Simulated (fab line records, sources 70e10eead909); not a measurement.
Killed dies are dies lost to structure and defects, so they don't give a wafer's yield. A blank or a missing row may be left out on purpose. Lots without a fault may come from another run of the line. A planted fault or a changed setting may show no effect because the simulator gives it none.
Which tool did it? | flow nand_harc | 7 lots, 21 wafers sampled, at 1 step of a route of 1302

WHAT THE GAUGES READ, wafer by wafer
NHARC_A_SLIT_CD_MEAS_09: target cd 300 nm.
lot  | measured     | on        | cd_nm (nm)
L371 | day 20 16:13 | cd_sem-01 | 298.7 299.0 298.4
L375 | day 21 07:01 | cd_sem-03 | 297.8 298.9 297.3
L379 | day 23 03:43 | cd_sem-03 | 300.5 300.9 300.0
L381 | day 24 07:07 | cd_sem-01 | 299.3 299.9 300.0
L384 | day 25 08:41 | cd_sem-02 | 300.9 301.3 300.9
L386 | day 26 19:43 | cd_sem-03 | 297.8 299.4 299.5
L392 | day 29 01:17 | cd_sem-01 | 298.5 298.3 298.8

WHICH TOOL RAN EACH LOT (tool, then ch and the chambers of the sampled wafers, then the start)
The record holds no process step before these readings.

THE ANSWER, worked out from the rows above alone
Rule: what is usual is taken from the lots themselves. Put in order of their means at a reading, lots are off if they are a third of the lots or fewer, leave a main group of 4 or more, and stand apart from it by a gap of 3 or more times the standard deviation of the main group's means; of several such gaps the widest counts. A main group whose means are all the same, to the digits that the tables above print for the reading, isn't used. A lot without any number at a reading at which 4 lots or more have one is off too. The other lots that the step has rows for count as sound.
No lot is off at any reading shown: from this, nothing can be told.

WHAT THE SIMULATOR HAD PUT IN
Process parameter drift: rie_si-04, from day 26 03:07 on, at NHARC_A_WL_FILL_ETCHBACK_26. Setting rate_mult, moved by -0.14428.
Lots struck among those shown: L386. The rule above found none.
